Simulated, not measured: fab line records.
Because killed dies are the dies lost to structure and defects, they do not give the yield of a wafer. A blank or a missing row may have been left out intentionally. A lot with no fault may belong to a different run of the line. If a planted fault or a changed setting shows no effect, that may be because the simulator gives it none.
fab line records / flow n5Finfet
[record] lots = 12 wafers = 34 lastDay = 18
route steps=1938 shown BEOL_M10@1520 BEOL_M11@1536
lots that met no fault: taken from a fault-free run of the same line
startH: hours from the record's first day to the start of the lot's first wafer shown / waitH: hours elapsed since this lot's preceding step / " as in the row above / L1.1+2: a single row standing in for several wafers / - no value present, or no start provided / * or withheld: withheld / < > ~ a bound
route shown NAME@n: NAME is a module with steps in the file, n the number in the route of the first one / usual: mean and standard deviation over wafers with no fault / same: alike in all rows / chamber/n: place in a boat / sites: each site's reading / _std_site: their standard deviation / _edge_site: mean of outer sites minus mean of inner sites / radiusMm: how far each site lies from the wafer's centre / mask NAME#n: copy n / behind: the last tool/chamber to shape the wafer / hold: why the lot was held/for how many hours/how that ended / device: the transistor (n, p or np) that didn't switch / end of line: the tests these same wafers got at the end of their route / a step with no rows: only its recipe / killed: dies that structure and defects cost at the first sort, which is not the same as the wafer's yield / map: a wafer's dies, marking killed ones x, the rest . and places with no die _
set.NAME: the setting as run; set.NAME@STEP: as run at that earlier step / model.NAME: the simulator's own value behind a step, which no gauge read
the route's steps for a sample of lots (tables are steps, rows are wafers)
services: a tool's chamber out of use, with start hour (startH, from the record's first day; less than 0 if before it), hours out, and reason
[[steps]]
[step N5_BEOL_M10_CD_MEAS_35]
[recipe] targetCdNm = 70 polarity = opening
[usual] cdNm = 69.9/0.65
lot.wafer=L267.3 tool=cdSem-02 chamber=- startH=220.92 waitH=0.0 cdNm=69.4
lot.wafer=L267.4 tool=cdSem-02 chamber=- startH=220.92 waitH=0.0 cdNm=70.3
lot.wafer=L267.6 tool=cdSem-02 chamber=- startH=220.92 waitH=0.0 cdNm=69.6
lot.wafer=L268.1 tool=cdSem-01 chamber=- startH=234.01 waitH=0.0 cdNm=69.6
lot.wafer=L268.3 tool=cdSem-01 chamber=- startH=234.01 waitH=0.0 cdNm=70.4
lot.wafer=L268.5 tool=cdSem-01 chamber=- startH=234.01 waitH=0.0 cdNm=69.4
lot.wafer=L271.3 tool=cdSem-01 chamber=- startH=243.98 waitH=0.0 cdNm=70.3
lot.wafer=L271.5 tool=cdSem-01 chamber=- startH=243.98 waitH=0.0 cdNm=70.3
lot.wafer=L271.6 tool=cdSem-01 chamber=- startH=243.98 waitH=0.0 cdNm=70.2
lot.wafer=L274.1 tool=cdSem-03 chamber=- startH=267.88 waitH=0.0 cdNm=70.5
lot.wafer=L274.3 tool=cdSem-03 chamber=- startH=267.88 waitH=0.0 cdNm=70.7
lot.wafer=L274.6 tool=cdSem-03 chamber=- startH=267.88 waitH=0.0 cdNm=70.9
lot.wafer=L276.1 tool=cdSem-02 chamber=- startH=290.78 waitH=0.0 cdNm=69.4
lot.wafer=L276.6 tool=cdSem-02 chamber=- startH=290.78 waitH=0.0 cdNm=69.1
lot.wafer=L272.2 tool=cdSem-02 chamber=- startH=304.55 waitH=0.0 cdNm=70.0
lot.wafer=L272.6 tool=cdSem-02 chamber=- startH=304.55 waitH=0.0 cdNm=70.5
lot.wafer=L281.1 tool=cdSem-02 chamber=- startH=332.89 waitH=0.0 cdNm=70.3
lot.wafer=L281.3 tool=cdSem-02 chamber=- startH=332.89 waitH=0.0 cdNm=70.0
lot.wafer=L281.6 tool=cdSem-02 chamber=- startH=332.89 waitH=0.0 cdNm=69.6
lot.wafer=L284.2 tool=cdSem-02 chamber=- startH=343.66 waitH=0.0 cdNm=70.2
lot.wafer=L284.4 tool=cdSem-02 chamber=- startH=343.66 waitH=0.0 cdNm=69.1
lot.wafer=L284.5 tool=cdSem-02 chamber=- startH=343.66 waitH=0.0 cdNm=70.1
lot.wafer=L289.2 tool=cdSem-03 chamber=- startH=373.72 waitH=0.0 cdNm=69.4
lot.wafer=L289.4 tool=cdSem-03 chamber=- startH=373.72 waitH=0.0 cdNm=69.5
lot.wafer=L289.6 tool=cdSem-03 chamber=- startH=373.72 waitH=0.0 cdNm=69.6
lot.wafer=L285.1 tool=cdSem-03 chamber=- startH=376.93 waitH=0.0 cdNm=70.4
lot.wafer=L285.2 tool=cdSem-03 chamber=- startH=376.93 waitH=0.0 cdNm=71.5
lot.wafer=L285.5 tool=cdSem-03 chamber=- startH=376.93 waitH=0.0 cdNm=71.8
lot.wafer=L288.2 tool=cdSem-03 chamber=- startH=381.89 waitH=0.0 cdNm=69.7
lot.wafer=L288.3 tool=cdSem-03 chamber=- startH=381.89 waitH=0.0 cdNm=69.5
lot.wafer=L288.5 tool=cdSem-03 chamber=- startH=381.89 waitH=0.0 cdNm=69.2
lot.wafer=L290.2 tool=cdSem-01 chamber=- startH=382.78 waitH=0.0 cdNm=69.1
lot.wafer=L290.3 tool=cdSem-01 chamber=- startH=382.78 waitH=0.0 cdNm=69.7
lot.wafer=L290.5 tool=cdSem-01 chamber=- startH=382.78 waitH=0.0 cdNm=69.8
[step N5_BEOL_M10_PRE_CLEAN_45]
[recipe] gas = H2/He timeS = 30 tempC = 250
[usual] heaterPowerW = 328/31
lot.wafer=L267.3 tool=pvdSputter-01 chamber=- startH=221.33 waitH=0.0 heaterPowerW=303
lot.wafer=L267.4 tool=pvdSputter-01 chamber=- startH=221.33 waitH=0.0 heaterPowerW=355
lot.wafer=L267.6 tool=pvdSputter-01 chamber=- startH=221.33 waitH=0.0 heaterPowerW=307
lot.wafer=L268.1 tool=pvdSputter-01 chamber=- startH=234.89 waitH=0.0 heaterPowerW=356
lot.wafer=L268.3 tool=pvdSputter-01 chamber=- startH=234.89 waitH=0.0 heaterPowerW=332
lot.wafer=L268.5 tool=pvdSputter-01 chamber=- startH=234.89 waitH=0.0 heaterPowerW=356
lot.wafer=L271.3 tool=pvdSputter-03 chamber=- startH=244.78 waitH=0.0 heaterPowerW=357
lot.wafer=L271.5 tool=pvdSputter-03 chamber=- startH=244.78 waitH=0.0 heaterPowerW=300
lot.wafer=L271.6 tool=pvdSputter-03 chamber=- startH=244.78 waitH=0.0 heaterPowerW=345
lot.wafer=L274.1 tool=pvdSputter-02 chamber=- startH=268.38 waitH=0.0 heaterPowerW=329
lot.wafer=L274.3 tool=pvdSputter-02 chamber=- startH=268.38 waitH=0.0 heaterPowerW=281
lot.wafer=L274.6 tool=pvdSputter-02 chamber=- startH=268.38 waitH=0.0 heaterPowerW=346
lot.wafer=L276.1 tool=pvdSputter-01 chamber=- startH=291.55 waitH=0.0 heaterPowerW=325
lot.wafer=L276.6 tool=pvdSputter-01 chamber=- startH=291.55 waitH=0.0 heaterPowerW=353
lot.wafer=L272.2 tool=pvdSputter-02 chamber=- startH=305.02 waitH=0.0 heaterPowerW=333
lot.wafer=L272.6 tool=pvdSputter-02 chamber=- startH=305.02 waitH=0.0 heaterPowerW=336
lot.wafer=L281.1 tool=pvdSputter-03 chamber=- startH=333.29 waitH=0.0 heaterPowerW=310
lot.wafer=L281.3 tool=pvdSputter-03 chamber=- startH=333.29 waitH=0.0 heaterPowerW=307
lot.wafer=L281.6 tool=pvdSputter-03 chamber=- startH=333.29 waitH=0.0 heaterPowerW=316
lot.wafer=L284.2 tool=pvdSputter-02 chamber=- startH=344.33 waitH=0.0 heaterPowerW=349
lot.wafer=L284.4 tool=pvdSputter-02 chamber=- startH=344.33 waitH=0.0 heaterPowerW=329
lot.wafer=L284.5 tool=pvdSputter-02 chamber=- startH=344.33 waitH=0.0 heaterPowerW=341
lot.wafer=L289.2 tool=pvdSputter-03 chamber=- startH=374.37 waitH=0.0 heaterPowerW=407
lot.wafer=L289.4 tool=pvdSputter-03 chamber=- startH=374.37 waitH=0.0 heaterPowerW=354
lot.wafer=L289.6 tool=pvdSputter-03 chamber=- startH=374.37 waitH=0.0 heaterPowerW=411
lot.wafer=L285.1 tool=pvdSputter-03 chamber=- startH=377.63 waitH=0.0 heaterPowerW=315
lot.wafer=L285.2 tool=pvdSputter-03 chamber=- startH=377.63 waitH=0.0 heaterPowerW=401
lot.wafer=L285.5 tool=pvdSputter-03 chamber=- startH=377.63 waitH=0.0 heaterPowerW=412
lot.wafer=L288.2 tool=pvdSputter-02 chamber=- startH=382.59 waitH=0.0 heaterPowerW=278
lot.wafer=L288.3 tool=pvdSputter-02 chamber=- startH=382.59 waitH=0.0 heaterPowerW=307
lot.wafer=L288.5 tool=pvdSputter-02 chamber=- startH=382.59 waitH=0.0 heaterPowerW=280
lot.wafer=L290.2 tool=pvdSputter-02 chamber=- startH=383.61 waitH=0.0 heaterPowerW=286
lot.wafer=L290.3 tool=pvdSputter-02 chamber=- startH=383.61 waitH=0.0 heaterPowerW=333
lot.wafer=L290.5 tool=pvdSputter-02 chamber=- startH=383.61 waitH=0.0 heaterPowerW=346
[step N5_BEOL_M10_SPUTTER_48]
[recipe] material = Cu targetThkA = 120 tempC = -20 biasV = 60 powerW = 26000 chamberPressurePa = 0.13 timeS = 2
[usual] throttleValvePct = 30.0/0.99
lot.wafer=L267.3 tool=pvdSputter-01 chamber=- startH=221.90 waitH=0.1 throttleValvePct=29.0
lot.wafer=L267.4 tool=pvdSputter-01 chamber=- startH=221.90 waitH=0.1 throttleValvePct=30.4
lot.wafer=L267.6 tool=pvdSputter-01 chamber=- startH=221.90 waitH=0.1 throttleValvePct=30.7
lot.wafer=L268.1 tool=pvdSputter-02 chamber=- startH=237.15 waitH=0.2 throttleValvePct=30.9
lot.wafer=L268.3 tool=pvdSputter-02 chamber=- startH=237.15 waitH=0.2 throttleValvePct=29.2
lot.wafer=L268.5 tool=pvdSputter-02 chamber=- startH=237.15 waitH=0.2 throttleValvePct=30.8
lot.wafer=L271.3 tool=pvdSputter-03 chamber=- startH=245.36 waitH=0.1 throttleValvePct=29.7
lot.wafer=L271.5 tool=pvdSputter-03 chamber=- startH=245.36 waitH=0.1 throttleValvePct=28.4
lot.wafer=L271.6 tool=pvdSputter-03 chamber=- startH=245.36 waitH=0.1 throttleValvePct=30.5
lot.wafer=L274.1 tool=pvdSputter-01 chamber=- startH=269.46 waitH=0.4 throttleValvePct=29.7
lot.wafer=L274.3 tool=pvdSputter-01 chamber=- startH=269.46 waitH=0.4 throttleValvePct=29.2
lot.wafer=L274.6 tool=pvdSputter-01 chamber=- startH=269.46 waitH=0.4 throttleValvePct=29.7
lot.wafer=L276.1 tool=pvdSputter-02 chamber=- startH=293.47 waitH=0.1 throttleValvePct=29.2
lot.wafer=L276.6 tool=pvdSputter-02 chamber=- startH=293.47 waitH=0.1 throttleValvePct=31.8
lot.wafer=L272.2 tool=pvdSputter-03 chamber=- startH=307.00 waitH=1.5 throttleValvePct=29.7
lot.wafer=L272.6 tool=pvdSputter-03 chamber=- startH=307.00 waitH=1.5 throttleValvePct=29.3
lot.wafer=L281.1 tool=pvdSputter-02 chamber=- startH=336.27 waitH=0.2 throttleValvePct=30.5
lot.wafer=L281.3 tool=pvdSputter-02 chamber=- startH=336.27 waitH=0.2 throttleValvePct=29.0
lot.wafer=L281.6 tool=pvdSputter-02 chamber=- startH=336.27 waitH=0.2 throttleValvePct=30.9
lot.wafer=L284.2 tool=pvdSputter-03 chamber=- startH=345.05 waitH=0.2 throttleValvePct=29.2
lot.wafer=L284.4 tool=pvdSputter-03 chamber=- startH=345.05 waitH=0.2 throttleValvePct=30.3
lot.wafer=L284.5 tool=pvdSputter-03 chamber=- startH=345.05 waitH=0.2 throttleValvePct=28.4
lot.wafer=L289.2 tool=pvdSputter-02 chamber=- startH=375.01 waitH=0.1 throttleValvePct=30.6
lot.wafer=L289.4 tool=pvdSputter-02 chamber=- startH=375.01 waitH=0.1 throttleValvePct=29.3
lot.wafer=L289.6 tool=pvdSputter-02 chamber=- startH=375.01 waitH=0.1 throttleValvePct=29.1
lot.wafer=L285.1 tool=pvdSputter-01 chamber=- startH=378.24 waitH=0.1 throttleValvePct=31.2
lot.wafer=L285.2 tool=pvdSputter-01 chamber=- startH=378.24 waitH=0.1 throttleValvePct=28.9
lot.wafer=L285.5 tool=pvdSputter-01 chamber=- startH=378.24 waitH=0.1 throttleValvePct=29.9
lot.wafer=L288.2 tool=pvdSputter-03 chamber=- startH=383.41 waitH=0.1 throttleValvePct=30.3
lot.wafer=L288.3 tool=pvdSputter-03 chamber=- startH=383.41 waitH=0.1 throttleValvePct=29.5
lot.wafer=L288.5 tool=pvdSputter-03 chamber=- startH=383.41 waitH=0.1 throttleValvePct=28.1
lot.wafer=L290.2 tool=pvdSputter-02 chamber=- startH=385.75 waitH=0.1 throttleValvePct=29.1
lot.wafer=L290.3 tool=pvdSputter-02 chamber=- startH=385.75 waitH=0.1 throttleValvePct=30.8
lot.wafer=L290.5 tool=pvdSputter-02 chamber=- startH=385.75 waitH=0.1 throttleValvePct=31.9
[step N5_BEOL_M11_ILD_DEP_00]
[recipe] material = SiCOH_lowk targetThkA = 3085.1 tempC = 300 precursor = DEMS/porogen pressureTorr = 5 rfW = 500 timeS = 58
[usual] heaterPowerOuterW = 128/26 heaterPowerW = 295/48 runLengthS = 101.0/0.56 showerheadPlenumPTorr = 5.740/0.015 throttleValvePct = 13.6/0.73
lot.wafer=L267.3 tool=pecvd-02 chamber=1 startH=222.92 waitH=0.0 heaterPowerOuterW=79 heaterPowerW=217 runLengthS=100.5 showerheadPlenumPTorr=5.724 throttleValvePct=13.7
lot.wafer=L267.4 tool=pecvd-02 chamber=1 startH=222.92 waitH=0.0 heaterPowerOuterW=86 heaterPowerW=217 runLengthS=101.1 showerheadPlenumPTorr=5.719 throttleValvePct=13.9
lot.wafer=L267.6 tool=pecvd-02 chamber=2 startH=222.92 waitH=0.0 heaterPowerOuterW=159 heaterPowerW=332 runLengthS=101.5 showerheadPlenumPTorr=5.759 throttleValvePct=12.5
lot.wafer=L268.1 tool=pecvd-01 chamber=2 startH=238.33 waitH=0.0 heaterPowerOuterW=165 heaterPowerW=316 runLengthS=101.0 showerheadPlenumPTorr=5.753 throttleValvePct=12.8
lot.wafer=L268.3 tool=pecvd-01 chamber=0 startH=238.33 waitH=0.0 heaterPowerOuterW=115 heaterPowerW=289 runLengthS=100.8 showerheadPlenumPTorr=5.749 throttleValvePct=13.7
lot.wafer=L268.5 tool=pecvd-01 chamber=2 startH=238.33 waitH=0.0 heaterPowerOuterW=166 heaterPowerW=324 runLengthS=100.8 showerheadPlenumPTorr=5.751 throttleValvePct=13.0
lot.wafer=L271.3 tool=pecvd-02 chamber=2 startH=246.72 waitH=0.0 heaterPowerOuterW=137 heaterPowerW=310 runLengthS=101.6 showerheadPlenumPTorr=5.772 throttleValvePct=12.3
lot.wafer=L271.5 tool=pecvd-02 chamber=1 startH=246.72 waitH=0.0 heaterPowerOuterW=74 heaterPowerW=210 runLengthS=101.0 showerheadPlenumPTorr=5.720 throttleValvePct=13.5
lot.wafer=L271.6 tool=pecvd-02 chamber=2 startH=246.72 waitH=0.0 heaterPowerOuterW=144 heaterPowerW=321 runLengthS=101.0 showerheadPlenumPTorr=5.759 throttleValvePct=12.6
lot.wafer=L274.1 tool=pecvd-01 chamber=2 startH=271.30 waitH=0.0 heaterPowerOuterW=134 heaterPowerW=282 runLengthS=101.0 showerheadPlenumPTorr=5.747 throttleValvePct=12.8
lot.wafer=L274.3 tool=pecvd-01 chamber=1 startH=271.30 waitH=0.0 heaterPowerOuterW=125 heaterPowerW=334 runLengthS=101.4 showerheadPlenumPTorr=5.726 throttleValvePct=14.7
lot.wafer=L274.6 tool=pecvd-01 chamber=0 startH=271.30 waitH=0.0 heaterPowerOuterW=107 heaterPowerW=271 runLengthS=101.0 showerheadPlenumPTorr=5.743 throttleValvePct=13.4
lot.wafer=L276.1 tool=pecvd-02 chamber=0 startH=294.48 waitH=0.0 heaterPowerOuterW=84 heaterPowerW=217 runLengthS=100.9 showerheadPlenumPTorr=5.741 throttleValvePct=14.4
lot.wafer=L276.6 tool=pecvd-02 chamber=0 startH=294.48 waitH=0.0 heaterPowerOuterW=94 heaterPowerW=224 runLengthS=91.5 showerheadPlenumPTorr=5.729 throttleValvePct=14.5
lot.wafer=L272.2 tool=pecvd-02 chamber=2 startH=308.13 waitH=0.0 heaterPowerOuterW=131 heaterPowerW=312 runLengthS=92.1 showerheadPlenumPTorr=5.744 throttleValvePct=12.7
lot.wafer=L272.6 tool=pecvd-02 chamber=1 startH=308.13 waitH=0.0 heaterPowerOuterW=103 heaterPowerW=238 runLengthS=92.0 showerheadPlenumPTorr=5.727 throttleValvePct=13.6
lot.wafer=L281.1 tool=pecvd-01 chamber=0 startH=337.30 waitH=0.0 heaterPowerOuterW=112 heaterPowerW=277 runLengthS=101.4 showerheadPlenumPTorr=5.763 throttleValvePct=13.7
lot.wafer=L281.3 tool=pecvd-01 chamber=2 startH=337.30 waitH=0.0 heaterPowerOuterW=160 heaterPowerW=323 runLengthS=100.7 showerheadPlenumPTorr=5.754 throttleValvePct=13.1
lot.wafer=L281.6 tool=pecvd-01 chamber=0 startH=337.30 waitH=0.0 heaterPowerOuterW=118 heaterPowerW=280 runLengthS=100.6 showerheadPlenumPTorr=5.764 throttleValvePct=13.5
lot.wafer=L284.2 tool=pecvd-01 chamber=0 startH=346.39 waitH=0.0 heaterPowerOuterW=133 heaterPowerW=311 runLengthS=100.6 showerheadPlenumPTorr=5.753 throttleValvePct=13.5
lot.wafer=L284.4 tool=pecvd-01 chamber=2 startH=346.39 waitH=0.0 heaterPowerOuterW=160 heaterPowerW=322 runLengthS=101.0 showerheadPlenumPTorr=5.728 throttleValvePct=13.0
lot.wafer=L284.5 tool=pecvd-01 chamber=1 startH=346.39 waitH=0.0 heaterPowerOuterW=167 heaterPowerW=382 runLengthS=101.7 showerheadPlenumPTorr=5.743 throttleValvePct=14.6
lot.wafer=L289.2 tool=pecvd-03 chamber=2 startH=376.35 waitH=0.0 heaterPowerOuterW=127 heaterPowerW=290 runLengthS=99.8 showerheadPlenumPTorr=5.739 throttleValvePct=13.1
lot.wafer=L289.4 tool=pecvd-03 chamber=0 startH=376.35 waitH=0.0 heaterPowerOuterW=111 heaterPowerW=280 runLengthS=101.5 showerheadPlenumPTorr=5.766 throttleValvePct=13.4
lot.wafer=L289.6 tool=pecvd-03 chamber=1 startH=376.35 waitH=0.0 heaterPowerOuterW=145 heaterPowerW=290 runLengthS=101.7 showerheadPlenumPTorr=5.708 throttleValvePct=13.5
lot.wafer=L285.1 tool=pecvd-01 chamber=1 startH=379.31 waitH=0.0 heaterPowerOuterW=168 heaterPowerW=400 runLengthS=102.4 showerheadPlenumPTorr=5.726 throttleValvePct=14.7
lot.wafer=L285.2 tool=pecvd-01 chamber=2 startH=379.31 waitH=0.0 heaterPowerOuterW=157 heaterPowerW=311 runLengthS=100.9 showerheadPlenumPTorr=5.745 throttleValvePct=13.1
lot.wafer=L285.5 tool=pecvd-01 chamber=2 startH=379.31 waitH=0.0 heaterPowerOuterW=158 heaterPowerW=314 runLengthS=100.9 showerheadPlenumPTorr=5.751 throttleValvePct=13.1
lot.wafer=L288.2 tool=pecvd-02 chamber=0 startH=384.73 waitH=0.0 heaterPowerOuterW=116 heaterPowerW=264 runLengthS=100.2 showerheadPlenumPTorr=5.731 throttleValvePct=14.4
lot.wafer=L288.3 tool=pecvd-02 chamber=0 startH=384.73 waitH=0.0 heaterPowerOuterW=122 heaterPowerW=271 runLengthS=100.1 showerheadPlenumPTorr=5.738 throttleValvePct=14.4
lot.wafer=L288.5 tool=pecvd-02 chamber=2 startH=384.73 waitH=0.0 heaterPowerOuterW=154 heaterPowerW=342 runLengthS=101.3 showerheadPlenumPTorr=5.767 throttleValvePct=12.5
lot.wafer=L290.2 tool=pecvd-02 chamber=2 startH=386.97 waitH=0.0 heaterPowerOuterW=122 heaterPowerW=295 runLengthS=101.3 showerheadPlenumPTorr=5.754 throttleValvePct=12.8
lot.wafer=L290.3 tool=pecvd-02 chamber=2 startH=386.97 waitH=0.0 heaterPowerOuterW=135 heaterPowerW=307 runLengthS=101.4 showerheadPlenumPTorr=5.758 throttleValvePct=12.5
lot.wafer=L290.5 tool=pecvd-02 chamber=0 startH=386.97 waitH=0.0 heaterPowerOuterW=90 heaterPowerW=226 runLengthS=100.4 showerheadPlenumPTorr=5.729 throttleValvePct=14.6
[step N5_BEOL_M11_THK_MEAS_01]
[recipe] reads = SiCOH_lowk_of_BEOL_M11_ILD_DEP_00
[usual] M11_ILD_THK = 268/4
lot.wafer=L267.3 tool=filmMetro-01 chamber=- startH=223.51 waitH=0.3 M11_ILD_THK[nm]=265
lot.wafer=L267.4 tool=filmMetro-01 chamber=- startH=223.51 waitH=0.3 M11_ILD_THK[nm]=267
lot.wafer=L267.6 tool=filmMetro-01 chamber=- startH=223.51 waitH=0.3 M11_ILD_THK[nm]=268
lot.wafer=L268.1 tool=filmMetro-01 chamber=- startH=238.94 waitH=0.4 M11_ILD_THK[nm]=263
lot.wafer=L268.3 tool=filmMetro-01 chamber=- startH=238.94 waitH=0.4 M11_ILD_THK[nm]=270
lot.wafer=L268.5 tool=filmMetro-01 chamber=- startH=238.94 waitH=0.4 M11_ILD_THK[nm]=270
lot.wafer=L271.3 tool=filmMetro-02 chamber=- startH=247.79 waitH=0.5 M11_ILD_THK[nm]=264
lot.wafer=L271.5 tool=filmMetro-02 chamber=- startH=247.79 waitH=0.5 M11_ILD_THK[nm]=269
lot.wafer=L271.6 tool=filmMetro-02 chamber=- startH=247.79 waitH=0.5 M11_ILD_THK[nm]=269
lot.wafer=L274.1 tool=filmMetro-02 chamber=- startH=271.89 waitH=0.4 M11_ILD_THK[nm]=265
lot.wafer=L274.3 tool=filmMetro-02 chamber=- startH=271.89 waitH=0.4 M11_ILD_THK[nm]=268
lot.wafer=L274.6 tool=filmMetro-02 chamber=- startH=271.89 waitH=0.4 M11_ILD_THK[nm]=276
lot.wafer=L276.1 tool=filmMetro-01 chamber=- startH=295.07 waitH=0.4 M11_ILD_THK[nm]=271
lot.wafer=L276.6 tool=filmMetro-01 chamber=- startH=295.07 waitH=0.4 M11_ILD_THK[nm]=233
lot.wafer=L272.2 tool=filmMetro-01 chamber=- startH=308.72 waitH=0.4 M11_ILD_THK[nm]=221
lot.wafer=L272.6 tool=filmMetro-01 chamber=- startH=308.72 waitH=0.4 M11_ILD_THK[nm]=231
lot.wafer=L281.1 tool=filmMetro-01 chamber=- startH=337.89 waitH=0.4 M11_ILD_THK[nm]=268
lot.wafer=L281.3 tool=filmMetro-01 chamber=- startH=337.89 waitH=0.4 M11_ILD_THK[nm]=263
lot.wafer=L281.6 tool=filmMetro-01 chamber=- startH=337.89 waitH=0.4 M11_ILD_THK[nm]=271
lot.wafer=L284.2 tool=filmMetro-02 chamber=- startH=346.98 waitH=0.4 M11_ILD_THK[nm]=270
lot.wafer=L284.4 tool=filmMetro-02 chamber=- startH=346.98 waitH=0.4 M11_ILD_THK[nm]=270
lot.wafer=L284.5 tool=filmMetro-02 chamber=- startH=346.98 waitH=0.4 M11_ILD_THK[nm]=269
lot.wafer=L289.2 tool=filmMetro-02 chamber=- startH=377.15 waitH=0.4 M11_ILD_THK[nm]=266
lot.wafer=L289.4 tool=filmMetro-02 chamber=- startH=377.15 waitH=0.4 M11_ILD_THK[nm]=264
lot.wafer=L289.6 tool=filmMetro-02 chamber=- startH=377.15 waitH=0.4 M11_ILD_THK[nm]=263
lot.wafer=L285.1 tool=filmMetro-01 chamber=- startH=379.94 waitH=0.4 M11_ILD_THK[nm]=264
lot.wafer=L285.2 tool=filmMetro-01 chamber=- startH=379.94 waitH=0.4 M11_ILD_THK[nm]=260
lot.wafer=L285.5 tool=filmMetro-01 chamber=- startH=379.94 waitH=0.4 M11_ILD_THK[nm]=268
lot.wafer=L288.2 tool=filmMetro-02 chamber=- startH=385.54 waitH=0.4 M11_ILD_THK[nm]=267
lot.wafer=L288.3 tool=filmMetro-02 chamber=- startH=385.54 waitH=0.4 M11_ILD_THK[nm]=274
lot.wafer=L288.5 tool=filmMetro-02 chamber=- startH=385.54 waitH=0.4 M11_ILD_THK[nm]=266
lot.wafer=L290.2 tool=filmMetro-02 chamber=- startH=387.59 waitH=0.4 M11_ILD_THK[nm]=262
lot.wafer=L290.3 tool=filmMetro-02 chamber=- startH=387.59 waitH=0.4 M11_ILD_THK[nm]=266
lot.wafer=L290.5 tool=filmMetro-02 chamber=- startH=387.59 waitH=0.4 M11_ILD_THK[nm]=272
[[services]]
tool=pecvd-02 chamber=0 startH=199.26 hours=5.5 kind=scheduledDown
tool=pecvd-03 chamber=2 startH=202.38 hours=- kind=clean
tool=pecvd-03 chamber=2 startH=202.38 hours=- kind=consumableReplace:showerhead
tool=pecvd-03 chamber=2 startH=202.38 hours=29.0 kind=scheduledDown
tool=pecvd-03 chamber=2 startH=202.38 hours=29.0 kind=ventCycle
tool=pecvd-03 chamber=- startH=255.45 hours=3.2 kind=repair
tool=pecvd-03 chamber=0 startH=264.70 hours=12.5 kind=repair
tool=pecvd-02 chamber=2 startH=268.35 hours=5.5 kind=scheduledDown
tool=pvdSputter-01 chamber=- startH=272.12 hours=7.8 kind=repair
tool=pecvd-03 chamber=0 startH=286.79 hours=6.2 kind=repair
tool=pecvd-03 chamber=1 startH=289.53 hours=4.4 kind=repair
tool=pecvd-01 chamber=0 startH=318.38 hours=5.5 kind=scheduledDown
tool=pvdSputter-01 chamber=- startH=353.12 hours=1.8 kind=repair
tool=pecvd-02 chamber=1 startH=383.62 hours=- kind=clean
tool=pecvd-02 chamber=1 startH=383.62 hours=- kind=consumableReplace:showerhead
tool=pecvd-02 chamber=1 startH=383.62 hours=29.0 kind=scheduledDown
tool=pecvd-02 chamber=1 startH=383.62 hours=29.0 kind=ventCycle
tool=pecvd-02 chamber=- startH=385.94 hours=0.4 kind=repair
[[key]]
[firstSign] step = N5_BEOL_M11_ILD_DEP_00 reading = runLengthS direction = down sigmas = 16 usual = * struck = *
[effect] step = N5_BEOL_M11_THK_MEAS_01 reading = M11_ILD_THK direction = down sigmas = 10 usual = 268 struck = 228
metAt N5_BEOL_M11_ILD_DEP_00
struckLots L272,L276
struckWafers L272.2,L272.6,L276.6
notActingAt N5_BEOL_M10_CD_MEAS_35,N5_BEOL_M10_PRE_CLEAN_45,N5_BEOL_M10_SPUTTER_48
onsetBetween 246.72 294.48
[fault] kind = processParameterDrift tool = pecvd-02 chamber = - onsetH = 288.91 steps = N5_BEOL_M11_ILD_DEP_00 channel = timeS offset = * shape = step endH = 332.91 scope = struckWafersOnly actsIn = * stated = *
